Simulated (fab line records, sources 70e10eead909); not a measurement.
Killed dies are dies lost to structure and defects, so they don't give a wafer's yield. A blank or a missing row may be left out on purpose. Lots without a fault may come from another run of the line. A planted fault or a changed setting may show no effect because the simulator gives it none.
Chamber matching | flow nand_harc | NHARC_A_CHANNEL_HOLE_D1_ETCH_38 on rie_diel-10: 4 sister chambers
The step etches the open film in CF4, target depth 39 nm, time 65 s. 16 wafers are shown with their chamber, then 8 later ones without.

WAFERS WITH THEIR CHAMBER
wafer  | chamber | showerhead_plenum_p_Torr (Torr) | drypump_motor_current_A (A) | oes_product_au (a.u.)
L348.1 | 3       | 1.83                            | 6.2                         | 1.006
L348.2 | 0       | 1.72                            | 5.5                         | 1.002
L348.5 | 3       | 1.83                            | 6.2                         | 1.013
L347.2 | 2       | 1.79                            | 5.6                         | 0.983
L347.3 | 0       | 1.72                            | 5.5                         | 1.016
L347.5 | 3       | 1.83                            | 6.2                         | 1.006
L350.1 | 3       | 1.83                            | 6.2                         | 1.007
L350.2 | 2       | 1.79                            | 5.6                         | 0.983
L350.4 | 0       | 1.72                            | 5.5                         | 1.006
L351.2 | 3       | 1.83                            | 6.2                         | 1.016
L351.5 | 1       | 1.80                            | 5.6                         | 1.018
L351.6 | 2       | 1.79                            | 5.6                         | 0.993
L352.1 | 1       | 1.80                            | 5.6                         | 1.001
L352.2 | 3       | 1.83                            | 6.1                         | 1.013
L352.4 | 2       | 1.78                            | 5.6                         | 0.981
L354.1 | 1       | 1.80                            | 5.6                         | 0.999

SIGNATURES (means of the wafers above)
reading                  | chamber 0 | chamber 1 | chamber 2 | chamber 3 | scatter within a chamber
showerhead_plenum_p_Torr | 1.7200    | 1.8000    | 1.7875    | 1.8300    | 0.0025
drypump_motor_current_A  | 5.500     | 5.600     | 5.600     | 6.183     | 0.0264
oes_product_au           | 1.00800   | 1.00600   | 0.98500   | 1.01017   | 0.00649
Rule: a wafer's distance from a chamber is the root of the sum, over the readings, of the square of ((its reading less the chamber's mean) divided by the reading's scatter). The wafer belongs to the nearest chamber; if the next one is less than 2 further off, it can't be placed. The scatter: the root of (the sum of the squares of (reading less its chamber's mean) over the shown wafers, divided by (wafers less chambers)).

WAFERS WITHOUT THEIR CHAMBER
wafer  | showerhead_plenum_p_Torr (Torr) | drypump_motor_current_A (A) | oes_product_au (a.u.)
L354.5 | 1.72                            | 5.6                         | 1.004
L354.6 | 1.78                            | 5.6                         | 0.988
L357.3 | 1.72                            | 5.5                         | 1.010
L357.4 | 1.80                            | 5.6                         | 1.005
L357.5 | 1.72                            | 5.5                         | 1.015
L365.2 | 1.78                            | 5.6                         | 0.993
L365.4 | 1.72                            | 5.5                         | 1.009
L365.5 | 1.78                            | 5.6                         | 0.994

WHICH CHAMBER EACH WENT THROUGH
wafer  | from the rows above | in truth
L354.5 | 0                   | 0
L354.6 | 2                   | 2
L357.3 | 0                   | 0
L357.4 | 1                   | 1
L357.5 | 0                   | 0
L365.2 | 2                   | 2
L365.4 | 0                   | 0
L365.5 | 2                   | 2
Placed correctly: 8 of 8. Can't be placed from these rows: 0. Placed wrongly: 0.
